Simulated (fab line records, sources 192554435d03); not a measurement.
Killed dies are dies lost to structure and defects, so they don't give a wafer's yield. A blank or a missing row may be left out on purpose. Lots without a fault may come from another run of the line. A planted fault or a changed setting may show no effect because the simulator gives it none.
Chamber matching | flow n5_finfet | N5_BEOL_M6_ILD_DEP_00 on pecvd-04: 3 sister chambers
The step deposits SiCOH lowk from DEMS/porogen, target thk 179.75 nm, time 33.4 s. 35 wafers are shown with their chamber, then 12 later ones without.

WAFERS WITH THEIR CHAMBER
wafer  | chamber | showerhead_plenum_p_Torr (Torr) | throttle_valve_pct (%) | heater_power_w (W)
L074.3 | 1       | 5.718                           | 13.5                   | 415
L074.4 | 0       | 5.760                           | 12.8                   | 366
L074.5 | 2       | 5.741                           | 13.8                   | 402
L076.1 | 2       | 5.741                           | 13.7                   | 406
L076.3 | 1       | 5.736                           | 13.1                   | 429
L076.4 | 0       | 5.765                           | 12.7                   | 398
L079.1 | 1       | 5.734                           | 13.5                   | 415
L079.4 | 0       | 5.758                           | 13.0                   | 396
L079.6 | 0       | 5.759                           | 12.5                   | 407
L077.1 | 0       | 5.748                           | 12.8                   | 390
L077.3 | 1       | 5.728                           | 13.4                   | 462
L077.6 | 1       | 5.722                           | 13.5                   | 464
L080.1 | 0       | 5.755                           | 12.7                   | 379
L080.3 | 1       | 5.721                           | 13.4                   | 445
L080.5 | 1       | 5.724                           | 13.4                   | 438
L083.4 | 1       | 5.735                           | 13.1                   | 413
L083.6 | 0       | 5.754                           | 12.6                   | 382
L084.2 | 1       | 5.715                           | 13.6                   | 466
L084.4 | 1       | 5.723                           | 13.4                   | 368
L084.5 | 2       | 5.748                           | 12.9                   | 376
L087.1 | 2       | 5.743                           | 12.8                   | 411
L087.2 | 1       | 5.709                           | 13.7                   | 395
L087.6 | 1       | 5.729                           | 13.5                   | 409
L085.2 | 1       | 5.713                           | 13.3                   | 442
L085.4 | 0       | 5.759                           | 12.9                   | 382
L085.6 | 1       | 5.705                           | 13.5                   | 460
L088.1 | 2       | 5.745                           | 12.6                   | 372
L088.4 | 0       | 5.756                           | 12.7                   | 408
L088.6 | 2       | 5.737                           | 13.0                   | 370
L090.3 | 2       | 5.735                           | 12.9                   | 371
L090.4 | 2       | 5.744                           | 12.6                   | 370
L090.5 | 1       | 5.724                           | 13.5                   | 443
L092.2 | 2       | 5.739                           | 12.8                   | 357
L092.3 | 0       | 5.760                           | 12.5                   | 348
L092.5 | 2       | 5.734                           | 13.1                   | 369

SIGNATURES (means of the wafers above)
reading                  | chamber 0 | chamber 1 | chamber 2 | scatter within a chamber
showerhead_plenum_p_Torr | 5.75740   | 5.72240   | 5.74070   | 0.00701
throttle_valve_pct       | 12.720    | 13.427    | 13.020    | 0.26
heater_power_w           | 385.60    | 430.93    | 380.40    | 23.4
Rule: a wafer's distance from a chamber is the root of the sum, over the readings, of the square of ((its reading less the chamber's mean) divided by the reading's scatter). The wafer belongs to the nearest chamber; if the next one is less than 2 further off, it can't be placed. The scatter: the root of (the sum of the squares of (reading less its chamber's mean) over the shown wafers, divided by (wafers less chambers)).

WAFERS WITHOUT THEIR CHAMBER
wafer  | showerhead_plenum_p_Torr (Torr) | throttle_valve_pct (%) | heater_power_w (W)
L093.1 | 5.756                           | 12.9                   | 382
L093.4 | 5.752                           | 13.0                   | 344
L093.6 | 5.757                           | 12.8                   | 404
L095.2 | 5.730                           | 13.0                   | 392
L095.3 | 5.729                           | 13.3                   | 467
L095.4 | 5.725                           | 13.6                   | 459
L096.3 | 5.733                           | 13.0                   | 410
L096.4 | 5.736                           | 12.8                   | 326
L096.5 | 5.734                           | 13.4                   | 418
L097.2 | 5.709                           | 13.5                   | 418
L097.3 | 5.756                           | 12.5                   | 345
L097.4 | 5.756                           | 12.9                   | 370

WHICH CHAMBER EACH WENT THROUGH
wafer  | from the rows above     | in truth
L093.1 | can't be placed: 0 or 2 | 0
L093.4 | can't be placed: 0 or 2 | 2
L093.6 | can't be placed: 0 or 2 | 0
L095.2 | can't be placed: 2 or 1 | 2
L095.3 | 1                       | 1
L095.4 | 1                       | 1
L096.3 | can't be placed: 2 or 1 | 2
L096.4 | can't be placed: 2 or 0 | 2
L096.5 | can't be placed: 1 or 2 | 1
L097.2 | 1                       | 1
L097.3 | can't be placed: 0 or 2 | 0
L097.4 | can't be placed: 0 or 2 | 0
Placed correctly: 3 of 12. Can't be placed from these rows: 9 (the true chamber is among the candidates in 9). Placed wrongly: 0.
